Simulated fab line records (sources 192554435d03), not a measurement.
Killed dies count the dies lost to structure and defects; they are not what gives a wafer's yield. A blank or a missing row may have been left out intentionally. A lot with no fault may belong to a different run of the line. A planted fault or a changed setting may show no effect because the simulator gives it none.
Which of the tools did it? / flow n5 finfet / Sampling: 10 lots, 27 wafers, 5 of 1938 route steps

WHAT THE GAUGES READ, wafer by wafer
N5_BEOL_M4_RC_MEAS_101. Usual: DIBL_N 36.5 mV/V, standard deviation 1.8; DIBL_P 36.5 mV/V, standard deviation 2.1; IOFF_N 0.17 nA/um, standard deviation 0.031; IOFF_P 0.22 nA/um, standard deviation 0.036; ION_N 677 uA/um, standard deviation 11; ION_P 463 uA/um, standard deviation 8; SS_N 71.6 mV/dec, standard deviation 0.61; SS_P 73.3 mV/dec, standard deviation 0.63; VT_N 249 mV, standard deviation 3.1; VT_P -250 mV, standard deviation 3.3.
lot=L178; measured=day 7 22:33; on=prober-02; DIBL_N (mV/V)=33.8 35.2 33.9; DIBL_P (mV/V)=32.6 34.7 32.7; IOFF_N (nA/um)=0.12 0.15 0.13; IOFF_P (nA/um)=0.15 0.20 0.16; ION_N (uA/um)=655 672 659; ION_P (uA/um)=446 457 447; SS_N (mV/dec)=71.0 71.0 70.7; SS_P (mV/dec)=72.9 73.3 71.9; VT_N (mV)=253 248 253; VT_P (mV)=-257 -250 -255; flag=
lot=L182; measured=day 8 21:28; on=prober-01; DIBL_N (mV/V)=37.0 38.6 36.6; DIBL_P (mV/V)=36.2 39.5 36.2; IOFF_N (nA/um)=0.16 0.19 0.15; IOFF_P (nA/um)=0.20 0.25 0.20; ION_N (uA/um)=671 691 676; ION_P (uA/um)=458 474 469; SS_N (mV/dec)=71.6 71.3 70.8; SS_P (mV/dec)=73.5 74.3 73.4; VT_N (mV)=247 247 249; VT_P (mV)=-251 -247 -248; flag=
lot=L183; measured=day 9 10:14; on=prober-01; DIBL_N (mV/V)=38.5 34.7 36.1; DIBL_P (mV/V)=38.5 34.7 35.5; IOFF_N (nA/um)=0.21 0.14 0.15; IOFF_P (nA/um)=0.26 0.20 0.20; ION_N (uA/um)=694 681 679; ION_P (uA/um)=476 468 469; SS_N (mV/dec)=72.0 71.0 71.7; SS_P (mV/dec)=73.7 72.8 73.1; VT_N (mV)=242 250 250; VT_P (mV)=-245 -248 -249; flag=
lot=L184; measured=day 9 20:15; on=prober-02; DIBL_N (mV/V)=35.0 35.7 33.9; DIBL_P (mV/V)=35.6 36.2 34.9; IOFF_N (nA/um)=0.13 0.15 0.13; IOFF_P (nA/um)=0.19 0.20 0.18; ION_N (uA/um)=667 678 675; ION_P (uA/um)=465 467 463; SS_N (mV/dec)=70.8 71.3 70.9; SS_P (mV/dec)=73.1 73.9 72.5; VT_N (mV)=249 249 251; VT_P (mV)=-251 -253 -251; flag=
lot=L185; measured=day 9 19:58; on=prober-01; DIBL_N (mV/V)=36.7 33.7 35.6; DIBL_P (mV/V)=35.6 32.6 34.7; IOFF_N (nA/um)=0.16 0.12 0.15; IOFF_P (nA/um)=0.21 0.16 0.19; ION_N (uA/um)=674 672 670; ION_P (uA/um)=460 459 461; SS_N (mV/dec)=71.4 71.0 71.0; SS_P (mV/dec)=73.3 72.3 72.5; VT_N (mV)=248 252 249; VT_P (mV)=-249 -255 -248; flag=
lot=L186; measured=day 10 03:37; on=prober-02; DIBL_N (mV/V)=34.9 36.2; DIBL_P (mV/V)=34.5 35.6; IOFF_N (nA/um)=0.15 0.16; IOFF_P (nA/um)=0.20 0.21; ION_N (uA/um)=675 677; ION_P (uA/um)=461 462; SS_N (mV/dec)=71.0 71.2; SS_P (mV/dec)=73.3 73.3; VT_N (mV)=248 250; VT_P (mV)=-251 -251; flag=
lot=L187; measured=day 10 04:04; on=prober-01; DIBL_N (mV/V)=34.2 36.0; DIBL_P (mV/V)=33.9 36.2; IOFF_N (nA/um)=0.15 0.17; IOFF_P (nA/um)=0.21 0.24; ION_N (uA/um)=670 672; ION_P (uA/um)=465 467; SS_N (mV/dec)=70.8 71.8; SS_P (mV/dec)=72.8 74.1; VT_N (mV)=247 248; VT_P (mV)=-248 -245; flag=
lot=L197; measured=day 12 10:23; on=prober-02; DIBL_N (mV/V)=37.5 36.0 36.7; DIBL_P (mV/V)=38.0 36.8 37.7; IOFF_N (nA/um)=0.20 0.18 0.19; IOFF_P (nA/um)=0.29 0.27 0.30; ION_N (uA/um)=688 694 692; ION_P (uA/um)=475 482 478; SS_N (mV/dec)=72.0 71.0 71.7; SS_P (mV/dec)=73.8 73.5 73.9; VT_N (mV)=246 246 248; VT_P (mV)=-242 -243 -241; flag=
lot=L199; measured=day 13 21:04; on=prober-02; DIBL_N (mV/V)=33.1 36.2; DIBL_P (mV/V)=32.2 36.9; IOFF_N (nA/um)=0.11 0.17; IOFF_P (nA/um)=0.17 0.22; ION_N (uA/um)=649 664; ION_P (uA/um)=458 463; SS_N (mV/dec)=70.5 72.0; SS_P (mV/dec)=72.9 72.4; VT_N (mV)=253 251; VT_P (mV)=-252 -249; flag=
lot=L201; measured=day 14 23:12; on=prober-01; DIBL_N (mV/V)=37.0 40.1 38.5; DIBL_P (mV/V)=35.4 39.8 38.1; IOFF_N (nA/um)=0.15 0.20 0.18; IOFF_P (nA/um)=0.20 0.28 0.25; ION_N (uA/um)=662 673 667; ION_P (uA/um)=456 465 461; SS_N (mV/dec)=72.7 72.6 71.9; SS_P (mV/dec)=72.6 74.4 73.8; VT_N (mV)=253 251 248; VT_P (mV)=-251 -245 -247; flag=

EACH LOT AND THE TOOL THAT RAN IT (in order: tool; ch and the chambers of the sampled wafers; start)
lot=L178; N5_FIN_SAQP_ETCH_69=rie diel-04 ch 1,2,3, day 2 01:10; N5_FIN_SAQP_HM_OPEN_33=rie diel-03 ch 2,3, day 2 02:12; N5_FIN_SAQP_HM_CD_35=cd sem-03, day 2 02:25; N5_FIN_SAQP_ETCH_64=rie si-03 ch 0,1,3, day 2 02:28
lot=L182; N5_FIN_SAQP_ETCH_69=rie diel-05 ch 1,3, day 3 00:29; N5_FIN_SAQP_HM_OPEN_33=rie diel-04 ch 0,2, day 3 01:22; N5_FIN_SAQP_HM_CD_35=cd sem-01, day 3 01:35; N5_FIN_SAQP_ETCH_64=rie si-05 ch 0,2,3, day 3 01:37
lot=L183; N5_FIN_SAQP_ETCH_69=rie diel-05 ch 0,3, day 3 07:17; N5_FIN_SAQP_HM_OPEN_33=rie diel-05 ch 2,3, day 3 08:10; N5_FIN_SAQP_HM_CD_35=cd sem-02, day 3 08:23; N5_FIN_SAQP_ETCH_64=rie si-05 ch 0,1,3, day 3 08:25
lot=L184; N5_FIN_SAQP_ETCH_69=rie diel-05 ch 2,3, day 3 14:33; N5_FIN_SAQP_HM_OPEN_33=rie diel-03 ch 0,2, day 3 15:32; N5_FIN_SAQP_HM_CD_35=cd sem-01, day 3 15:46; N5_FIN_SAQP_ETCH_64=rie si-03 ch 0,2, day 3 15:49
lot=L185; N5_FIN_SAQP_ETCH_69=rie diel-04 ch 1,2,3, day 3 18:56; N5_FIN_SAQP_HM_OPEN_33=rie diel-05 ch 1,2,3, day 3 19:58; N5_FIN_SAQP_HM_CD_35=cd sem-01, day 3 20:11; N5_FIN_SAQP_ETCH_64=rie si-05 ch 0,1,2, day 3 20:14
lot=L186; N5_FIN_SAQP_ETCH_69=rie diel-03 ch 1,2, day 4 00:38; N5_FIN_SAQP_HM_OPEN_33=rie diel-04 ch 0,2, day 4 01:39; N5_FIN_SAQP_HM_CD_35=cd sem-03, day 4 01:52; N5_FIN_SAQP_ETCH_64=rie si-05 ch 1,2, day 4 01:55
lot=L187; N5_FIN_SAQP_ETCH_69=rie diel-03 ch 0,3, day 4 09:09; N5_FIN_SAQP_HM_OPEN_33=rie diel-05 ch 1,2, day 4 10:10; N5_FIN_SAQP_HM_CD_35=cd sem-03, day 4 10:23; N5_FIN_SAQP_ETCH_64=rie si-05 ch 1,3, day 4 10:26
lot=L197; N5_FIN_SAQP_ETCH_69=rie diel-04 ch 2,3, day 6 18:42; N5_FIN_SAQP_HM_OPEN_33=rie diel-04 ch 2,3, day 6 19:52; N5_FIN_SAQP_HM_CD_35=cd sem-01, day 6 20:05; N5_FIN_SAQP_ETCH_64=rie si-05 ch 0,1,3, day 6 20:08
lot=L199; N5_FIN_SAQP_ETCH_69=rie diel-04 ch 2,3, day 7 07:34; N5_FIN_SAQP_HM_OPEN_33=rie diel-03 ch 0,2, day 7 08:35; N5_FIN_SAQP_HM_CD_35=cd sem-01, day 7 08:48; N5_FIN_SAQP_ETCH_64=rie si-05 ch 1,3, day 7 08:51
lot=L201; N5_FIN_SAQP_ETCH_69=rie diel-03 ch 0,1, day 7 18:52; N5_FIN_SAQP_HM_OPEN_33=rie diel-04 ch 2,3, day 7 19:44; N5_FIN_SAQP_HM_CD_35=cd sem-03, day 7 19:58; N5_FIN_SAQP_ETCH_64=rie si-02 ch 0,1,3, day 7 20:00
- N5_FIN_SAQP_ETCH_69: etches SOC in N2/H2, stops on SiNx, target depth 150 nm.
- N5_FIN_SAQP_HM_OPEN_33: chemistry CH3F/O2, target SiNx, target depth 49.4 nm, time 70.6 s.
- N5_FIN_SAQP_HM_CD_35: target cd 8 nm.
- N5_FIN_SAQP_ETCH_64: etches SiO2 in CF4, target depth 1.5 nm.

WHAT THE TOOLS THEMSELVES READ (means of the sampled wafers that have a number; where no wafer has one, the mark that the record gives instead)
N5_FIN_SAQP_ETCH_69. Usual: drypump motor current A 5.8 A, standard deviation 0.38; oes product au 0.75 a.u., standard deviation 0.078; rf vpp V 240.7 V, standard deviation 1.4; showerhead plenum p Torr 2.54 Torr, standard deviation 0.098; throttle valve pct 17.80 %, standard deviation 0.27.
lot=L178; tool=rie diel-04; drypump motor current A (A)=5.8; oes product au (a.u.)=0.81; rf vpp V (V)=241.3; showerhead plenum p Torr (Torr)=2.56; throttle valve pct (%)=17.73; flag=
lot=L182; tool=rie diel-05; drypump motor current A (A)=5.6; oes product au (a.u.)=0.72; rf vpp V (V)=239.8; showerhead plenum p Torr (Torr)=2.46; throttle valve pct (%)=17.68; flag=
lot=L183; tool=rie diel-05; drypump motor current A (A)=6.3; oes product au (a.u.)=0.80; rf vpp V (V)=242.1; showerhead plenum p Torr (Torr)=2.64; throttle valve pct (%)=17.79; flag=
lot=L184; tool=rie diel-05; drypump motor current A (A)=5.3; oes product au (a.u.)=0.69; rf vpp V (V)=238.7; showerhead plenum p Torr (Torr)=2.46; throttle valve pct (%)=17.84; flag=
lot=L185; tool=rie diel-04; drypump motor current A (A)=5.8; oes product au (a.u.)=0.79; rf vpp V (V)=240.7; showerhead plenum p Torr (Torr)=2.56; throttle valve pct (%)=17.75; flag=
lot=L186; tool=rie diel-03; drypump motor current A (A)=5.8; oes product au (a.u.)=0.68; rf vpp V (V)=239.8; showerhead plenum p Torr (Torr)=2.52; throttle valve pct (%)=18.00; flag=
lot=L187; tool=rie diel-03; drypump motor current A (A)=5.7; oes product au (a.u.)=0.70; rf vpp V (V)=240.2; showerhead plenum p Torr (Torr)=2.55; throttle valve pct (%)=17.69; flag=
lot=L197; tool=rie diel-04; drypump motor current A (A)=5.6; oes product au (a.u.)=0.72; rf vpp V (V)=239.7; showerhead plenum p Torr (Torr)=2.50; throttle valve pct (%)=17.87; flag=
lot=L199; tool=rie diel-04; drypump motor current A (A)=5.6; oes product au (a.u.)=0.70; rf vpp V (V)=239.8; showerhead plenum p Torr (Torr)=2.52; throttle valve pct (%)=17.90; flag=
lot=L201; tool=rie diel-03; drypump motor current A (A)=5.8; oes product au (a.u.)=0.81; rf vpp V (V)=241.3; showerhead plenum p Torr (Torr)=2.61; throttle valve pct (%)=17.80; flag=

N5_FIN_SAQP_HM_OPEN_33. Usual: CH3F_flow_sccm 30.00 sccm, standard deviation 0.093; drypump motor current A 5.8 A, standard deviation 0.38; etch rf on time s 69.8 s, standard deviation 1.6; oes product au 0.65 a.u., standard deviation 0.07; rf vpp V 298 V, standard deviation 6.7; showerhead plenum p Torr 2.01 Torr, standard deviation 0.073; throttle valve pct 16.37 %, standard deviation 0.28.
lot=L178; tool=rie diel-03; CH3F_flow_sccm (sccm)=30.03; drypump motor current A (A)=5.7; etch rf on time s (s)=71.3; oes product au (a.u.)=0.61; rf vpp V (V)=288; showerhead plenum p Torr (Torr)=1.93; throttle valve pct (%)=16.39; flag=
lot=L182; tool=rie diel-04; CH3F_flow_sccm (sccm)=30.08; drypump motor current A (A)=6.1; etch rf on time s (s)=70.2; oes product au (a.u.)=0.63; rf vpp V (V)=295; showerhead plenum p Torr (Torr)=2.03; throttle valve pct (%)=16.69; flag=
lot=L183; tool=rie diel-05; CH3F_flow_sccm (sccm)=30.06; drypump motor current A (A)=5.3; etch rf on time s (s)=70.0; oes product au (a.u.)=0.59; rf vpp V (V)=293; showerhead plenum p Torr (Torr)=1.93; throttle valve pct (%)=16.35; flag=
lot=L184; tool=rie diel-03; CH3F_flow_sccm (sccm)=29.98; drypump motor current A (A)=5.8; etch rf on time s (s)=72.4; oes product au (a.u.)=0.61; rf vpp V (V)=294; showerhead plenum p Torr (Torr)=1.97; throttle valve pct (%)=16.16; flag=
lot=L185; tool=rie diel-05; CH3F_flow_sccm (sccm)=30.08; drypump motor current A (A)=5.5; etch rf on time s (s)=68.8; oes product au (a.u.)=0.61; rf vpp V (V)=297; showerhead plenum p Torr (Torr)=1.93; throttle valve pct (%)=16.31; flag=
lot=L186; tool=rie diel-04; CH3F_flow_sccm (sccm)=30.04; drypump motor current A (A)=5.9; etch rf on time s (s)=71.4; oes product au (a.u.)=0.63; rf vpp V (V)=298; showerhead plenum p Torr (Torr)=2.00; throttle valve pct (%)=16.58; flag=
lot=L187; tool=rie diel-05; CH3F_flow_sccm (sccm)=30.00; drypump motor current A (A)=5.3; etch rf on time s (s)=69.1; oes product au (a.u.)=0.59; rf vpp V (V)=296; showerhead plenum p Torr (Torr)=1.90; throttle valve pct (%)=16.34; flag=
lot=L197; tool=rie diel-04; CH3F_flow_sccm (sccm)=30.02; drypump motor current A (A)=5.6; etch rf on time s (s)=68.9; oes product au (a.u.)=0.62; rf vpp V (V)=304; showerhead plenum p Torr (Torr)=1.96; throttle valve pct (%)=16.37; flag=
lot=L199; tool=rie diel-03; CH3F_flow_sccm (sccm)=29.87; drypump motor current A (A)=5.8; etch rf on time s (s)=70.5; oes product au (a.u.)=0.59; rf vpp V (V)=297; showerhead plenum p Torr (Torr)=1.98; throttle valve pct (%)=16.20; flag=
lot=L201; tool=rie diel-04; CH3F_flow_sccm (sccm)=29.90; drypump motor current A (A)=5.6; etch rf on time s (s)=69.2; oes product au (a.u.)=0.62; rf vpp V (V)=306; showerhead plenum p Torr (Torr)=1.95; throttle valve pct (%)=16.38; flag=

N5_FIN_SAQP_HM_CD_35. Usual: cd nm 8.21 nm, standard deviation 0.27.
lot=L178; tool=cd sem-03; cd nm (nm)=8.07; flag=
lot=L182; tool=cd sem-01; cd nm (nm)=8.21; flag=
lot=L183; tool=cd sem-02; cd nm (nm)=8.25; flag=
lot=L184; tool=cd sem-01; cd nm (nm)=8.00; flag=
lot=L185; tool=cd sem-01; cd nm (nm)=8.29; flag=
lot=L186; tool=cd sem-03; cd nm (nm)=8.13; flag=
lot=L187; tool=cd sem-03; cd nm (nm)=8.07; flag=
lot=L197; tool=cd sem-01; cd nm (nm)=8.27; flag=
lot=L199; tool=cd sem-01; cd nm (nm)=7.90; flag=
lot=L201; tool=cd sem-03; cd nm (nm)=8.11; flag=

N5_FIN_SAQP_ETCH_64. Usual: drypump motor current A 5.6 A, standard deviation 0.32; oes product au 1.001 a.u., standard deviation 0.015; throttle valve pct 21.80 %, standard deviation 0.19.
lot=L178; tool=rie si-03; drypump motor current A (A)=5.8; oes product au (a.u.)=1.006; throttle valve pct (%)=21.68; flag=
lot=L182; tool=rie si-05; drypump motor current A (A)=5.6; oes product au (a.u.)=1.010; throttle valve pct (%)=21.84; flag=
lot=L183; tool=rie si-05; drypump motor current A (A)=5.7; oes product au (a.u.)=0.992; throttle valve pct (%)=21.91; flag=
lot=L184; tool=rie si-03; drypump motor current A (A)=5.4; oes product au (a.u.)=0.994; throttle valve pct (%)=21.80; flag=
lot=L185; tool=rie si-05; drypump motor current A (A)=5.8; oes product au (a.u.)=1.155; throttle valve pct (%)=21.90; flag=OFF
lot=L186; tool=rie si-05; drypump motor current A (A)=5.7; oes product au (a.u.)=1.238; throttle valve pct (%)=21.76; flag=OFF
lot=L187; tool=rie si-05; drypump motor current A (A)=5.6; oes product au (a.u.)=1.107; throttle valve pct (%)=21.82; flag=OFF
lot=L197; tool=rie si-05; drypump motor current A (A)=5.7; oes product au (a.u.)=0.995; throttle valve pct (%)=21.90; flag=
lot=L199; tool=rie si-05; drypump motor current A (A)=5.6; oes product au (a.u.)=0.986; throttle valve pct (%)=21.77; flag=
lot=L201; tool=rie si-02; drypump motor current A (A)=5.3; oes product au (a.u.)=0.998; throttle valve pct (%)=21.74; flag=

THE ANSWER, worked out from the rows above alone
Rule: a lot is off if the mean of its wafers that have a number lies more than 3 standard deviations from the usual mean. Also off: a lot with no number at a reading for which 4 or more lots have one. The other lots that the step has rows for count as sound. The gauges are gone through in route order, then the tools' own readings, and for those a lot's mean is taken as printed above. The first step at which some lot is off is used, and at that step the reading that is off furthest; a lot without a number counts as furthest.
Off: L185, L186, L187 (N5_FIN_SAQP_ETCH_64, oes product au).
A tool fits if, at that step or a process step before it, it ran every lot that is off, and no sound lot after the first of them. Not one of the candidates tried fits.

WHAT THE SIMULATOR HAD PUT IN
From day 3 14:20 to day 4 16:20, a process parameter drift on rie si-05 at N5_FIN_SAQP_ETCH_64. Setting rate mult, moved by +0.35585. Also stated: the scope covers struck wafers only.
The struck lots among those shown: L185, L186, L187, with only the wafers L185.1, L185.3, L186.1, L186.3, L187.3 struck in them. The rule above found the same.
